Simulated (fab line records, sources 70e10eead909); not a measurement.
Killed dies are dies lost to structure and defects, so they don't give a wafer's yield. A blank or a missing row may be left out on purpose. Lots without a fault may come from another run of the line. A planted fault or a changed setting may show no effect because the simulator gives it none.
fab line records | flow nand_harc
record lots=7 wafers=21 last_day=25
route steps=1159 shown A_M1@1057 A_BONDPAD@1059
lots that met no fault: from a run of the same line without faults
start_h: hours from the record's first day to the start of the lot's first wafer shown | wait_h: hours since the lot's step before | " the same as in the row above | L1.1+2: a row that stands for several wafers | - no value, or no start given | * or withheld: withheld | < > ~ a bound
route shown NAME@n: a module of which the file shows steps, and the number in the route of the first | usual: mean/standard deviation of fault-free wafers | same: alike in all rows | chamber/n: place in a boat | sites: the reading at each site | _std_site: their standard deviation | _edge_site: outer sites' mean less inner sites' | radius_mm: how far each site lies from the wafer's centre | mask NAME#n: copy n | behind: the tool/chamber that last shaped the wafer | hold: why the lot was held/for how many hours/how that ended | device: the transistor (n, p or np) that didn't switch | end of line: the same wafers' tests at the end of the route | a step without rows: its recipe alone | killed: dies lost to structure and defects at the first sort, not the wafer's yield | map: a wafer's dies, x killed, . not, _ none there
set.NAME: the setting as run; set.NAME@STEP: as run at that earlier step | model.NAME: the simulator's own value behind a step, which no gauge read
lots at some steps of the route; a table a step, a row a wafer
services: from which hour (start_h, from the record's first day; less than 0 if before it) a tool's chamber was out of use, for how many hours, and why
## steps
# step NHARC_A_M1_PRE_CLEAN_32
# recipe time_s=12 temp_c=370 rf_power_w=300 gas=NH3
# usual heater_power_w=677/73
# columns lot.wafer tool chamber start_h wait_h heater_power_w
L918.2 pecvd-04 2 431.97 0.1 703
L918.3 " 0 " " 707
L918.5 " 1 " " 678
L923.2 pecvd-02 0 463.79 0.1 531
L923.4 " 0 " " 522
L923.5 " 2 " " 626
L930.1 pecvd-04 2 515.56 0.1 782
L930.2 " 0 " " 676
L930.6 " 0 " " 672
L931.1 pecvd-04 2 515.90 0.1 774
L931.3 " 0 " " 781
L931.6 " 0 " " 810
L934.1 pecvd-02 0 529.50 0.1 529
L934.2 " 1 " " 685
L934.5 " 2 " " 539
L932.5 pecvd-04 0 535.31 0.1 695
L932.4 " 1 " " 694
L932.6 " 2 " " 761
L935.2 pecvd-02 1 557.33 0.2 635
L935.1 " 2 " " 655
L935.4 " 2 " " 652
# step NHARC_A_M1_DEP_33
# recipe target_thk_a=300 temp_c=370 target_thk_nm=30 pressure_torr=3 flow_sccm=200 rf_w=450 material=SiCN
# usual heater_power_w=625/79
# columns lot.wafer tool chamber start_h wait_h heater_power_w
L918.2 pecvd-04 2 432.05 0.1 741
L918.3 " 0 " " 647
L918.5 " 1 " " 631
L923.2 pecvd-02 0 463.87 0.1 502
L923.4 " 0 " " 497
L923.5 " 2 " " 582
L930.1 pecvd-04 2 515.67 0.1 757
L930.2 " 0 " " 736
L930.6 " 0 " " 731
L931.1 pecvd-04 2 516.01 0.1 623
L931.3 " 0 " " 731
L931.6 " 0 " " 748
L934.1 pecvd-02 0 529.61 0.1 518
L934.2 " 1 " " 618
L934.5 " 2 " " 591
L932.5 pecvd-04 0 535.48 0.2 707
L932.4 " 1 " " 613
L932.6 " 2 " " 666
L935.2 pecvd-02 1 557.41 0.1 638
L935.1 " 2 " " 490
L935.4 " 2 " " 480
# step NHARC_A_BONDPAD_DEP_00
# recipe target_thk_a=2500 temp_c=370 target_thk_nm=250 pressure_torr=3 flow_sccm=200 rf_w=450 material=SiCN
# usual heater_power_w=582/89
# columns lot.wafer tool chamber start_h wait_h heater_power_w
L918.3 pecvd-01 1 432.61 - 662
L918.2 " 0 " " 486
L918.5 " 0 " " 390
L923.2 pecvd-03 0 464.47 - 540
L923.5 " 2 " " 620
L923.4 " 1 " " 719
L930.1 pecvd-01 1 516.18 - 642
L930.2 " 0 " " 403
L930.6 " 1 " " 624
L931.1 pecvd-01 1 516.73 - 558
L931.3 " 2 " " 651
L931.6 " 2 " " 689
L934.1 pecvd-03 1 530.12 - 704
L934.2 " 2 " " 630
L934.5 " 2 " " 628
L932.6 pecvd-03 1 536.07 - 749
L932.5 " 2 " " 644
L932.4 " 0 " " 634
L935.1 pecvd-01 1 557.98 - 640
L935.2 " 2 " " 683
L935.4 " 2 " " 555
# step NHARC_A_BONDPAD_CMP_29
# recipe target_thk_nm=200 material=SiCN
# usual motor_current_A=11.4/1 retaining_ring_pressure_frac=1.000/0.005
# columns lot.wafer tool chamber start_h wait_h motor_current_A retaining_ring_pressure_frac
L918.2 cmp-03 0 433.07 - 11.1 1.007
L918.3 " 1 " " 12.0 1.001
L918.5 " 3 " " 11.1 0.997
L923.4 cmp-02 1 464.85 - 10.3 1.002
L923.2 " 3 " " 10.9 1.000
L923.5 " 0 " " 10.0 1.004
L930.2 cmp-01 2 516.58 - 13.9 1.008
L930.1 " 0 " " 12.1 0.994
L930.6 " 2 " " 13.6 1.007
L931.3 cmp-02 0 517.09 - 10.1 1.002
L931.1 " 1 " " 11.1 1.001
L931.6 " 1 " " 10.7 1.000
L934.2 cmp-02 3 530.55 - 10.8 1.004
L934.1 " 0 " " 10.1 1.000
L934.5 " 2 " " 12.4 0.999
L932.4 cmp-02 0 536.34 - 10.3 0.997
L932.6 " 0 " " 10.0 1.001
L932.5 " 1 " " 10.4 1.010
L935.2 cmp-01 0 558.38 - 11.6 1.008
L935.4 " 1 " " 10.6 0.991
L935.1 " 3 " " 11.2 1.001
# step NHARC_A_BONDPAD_THK_MEAS_30
# recipe thk_meas_gauge=ellipsometry
# usual thk_nm=199.6/1.4
# columns lot.wafer tool chamber start_h wait_h thk_nm
L918.2 film_metro-02 - 433.27 0.2 198.7
L918.3 " - " " 197.4
L918.5 " - " " 200.0
L923.2 film_metro-02 - 465.08 0.2 200.8
L923.4 " - " " 198.5
L923.5 " - " " 201.7
L930.1 film_metro-01 - 516.83 0.2 201.3
L930.2 " - " " 198.6
L930.6 " - " " 199.4
L931.1 film_metro-01 - 517.34 0.2 197.8
L931.3 " - " " 199.3
L931.6 " - " " 200.0
L934.1 film_metro-01 - 530.78 0.2 199.1
L934.2 " - " " 201.2
L934.5 " - " " 197.3
L932.4 film_metro-01 - 536.59 0.2 200.9
L932.5 " - " " 199.2
L932.6 " - " " 202.7
L935.1 film_metro-01 - 558.63 0.2 197.3
L935.2 " - " " 200.1
L935.4 " - " " 201.2
# step NHARC_A_BONDPAD_SRD_31
# step NHARC_A_BONDPAD_DEHYDRATE_01
# recipe temp_c=150 time_s=120
# step NHARC_A_BONDPAD_HMDS_02
# recipe time_s=30
# step NHARC_A_BONDPAD_COAT_33
# recipe temp_c=200 time_s=65
# step NHARC_A_BONDPAD_COAT_03
# recipe spin_rpm=2000 resist_thk_nm=600
# step NHARC_A_BONDPAD_SOFTBAKE_04
# recipe temp_c=125 time_s=70
# step NHARC_A_BONDPAD_EBR_05
# step NHARC_A_BONDPAD_EXPOSE_06
# recipe na=0.55 dose_mj=36.99 mask_id=A_BPAD
# usual exposure_dose_mJ_cm2=36.95/0.043 focus_offset_nm=0.0/0.52
# columns lot.wafer tool chamber start_h wait_h mask exposure_dose_mJ_cm2 focus_offset_nm
L918.2 krf_scanner-02 0 433.69 - A_BPAD#0 36.95 0.4
L918.3 " 0 " " A_BPAD#0 36.97 0.5
L918.5 " 0 " " A_BPAD#0 36.95 0.1
L923.2 krf_scanner-01 0 465.38 - A_BPAD#0 36.94 -0.3
L923.4 " 0 " " A_BPAD#0 36.96 -0.1
L923.5 " 0 " " A_BPAD#0 36.98 -0.2
L930.1 krf_scanner-04 - 517.12 - A_BPAD#0 - -
L930.2 " - " " A_BPAD#0 - -
L930.6 " - " " A_BPAD#0 - -
L931.1 krf_scanner-02 - 517.76 - A_BPAD#0 - -
L931.3 " - " " A_BPAD#0 - -
L931.6 " - " " A_BPAD#0 - -
L934.1 krf_scanner-01 0 531.20 - A_BPAD#0 36.90 -0.5
L934.2 " 0 " " A_BPAD#0 36.92 -0.3
L934.5 " 0 " " A_BPAD#0 36.96 -0.3
L932.4 krf_scanner-01 - 536.89 - A_BPAD#0 - -
L932.5 " - " " A_BPAD#0 - -
L932.6 " - " " A_BPAD#0 - -
L935.1 krf_scanner-04 0 559.05 - A_BPAD#0 36.95 -0.4
L935.2 " 0 " " A_BPAD#0 36.96 -0.1
L935.4 " 0 " " A_BPAD#0 36.91 -0.1
# step NHARC_A_BONDPAD_PEB_07
# recipe peb_temp_c=128 peb_time_s=80
## services
# columns tool chamber start_h hours kind
pecvd-01 - 417.58 1.8 repair
cmp-02 - 422.34 0.2 repair
cmp-02 - 422.57 4.0 pm
krf_scanner-01 - 428.00 4.0 pm
cmp-03 - 450.02 4.0 pm
krf_scanner-01 - 452.18 3.7 repair
krf_scanner-02 - 459.69 0.2 repair
pecvd-03 - 466.24 0.9 repair
krf_scanner-04 - 466.33 0.4 repair
pecvd-03 - 473.43 13.0 pm
cmp-01 - 473.50 4.0 pm
cmp-03 - 483.92 68.5 repair
krf_scanner-04 - 485.88 4.0 pm
krf_scanner-01 - 489.05 1.0 repair
pecvd-02 - 515.44 13.0 pm
cmp-02 - 520.58 4.0 pm
krf_scanner-04 - 525.93 7.2 repair
cmp-02 - 528.94 0.9 repair
cmp-01 - 529.46 21.9 repair
pecvd-04 1 536.71 24.5 repair
pecvd-03 2 537.73 9.8 repair
krf_scanner-02 - 554.00 4.0 pm
pecvd-04 - 557.13 13.0 pm
pecvd-04 0 557.13 13.0 vent_cycle
## key
first_sign step=NHARC_A_BONDPAD_EXPOSE_06 reading=tool_record direction=missing
effect none on later readings
met_at NHARC_A_BONDPAD_EXPOSE_06
struck_wafers L930.1,L930.2,L930.6,L931.1,L931.3,L931.6,L932.4,L932.5,L932.6
later_rows_left_out L930.1,L930.2,L930.6,L931.1,L931.3,L931.6,L932.4,L932.5,L932.6
sort_left_out L930.1,L930.2,L930.6,L931.1,L931.3,L931.6,L932.4,L932.5,L932.6
onset_between 465.38 517.12
fault kind=skipped_step_whole tool=krf_scanner-01,krf_scanner-02,krf_scanner-04 chamber=- onset_h=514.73 steps=NHARC_A_BONDPAD_EXPOSE_06 scope=struck_lots_only
# sort_left_out: the simulated sort isn't trusted on such a fault, so these wafers' sort isn't shown, and their yield isn't known
# later_rows_left_out: the simulator's readings of these wafers behind a module that went badly wrong aren't trusted and aren't shown, but for the sort
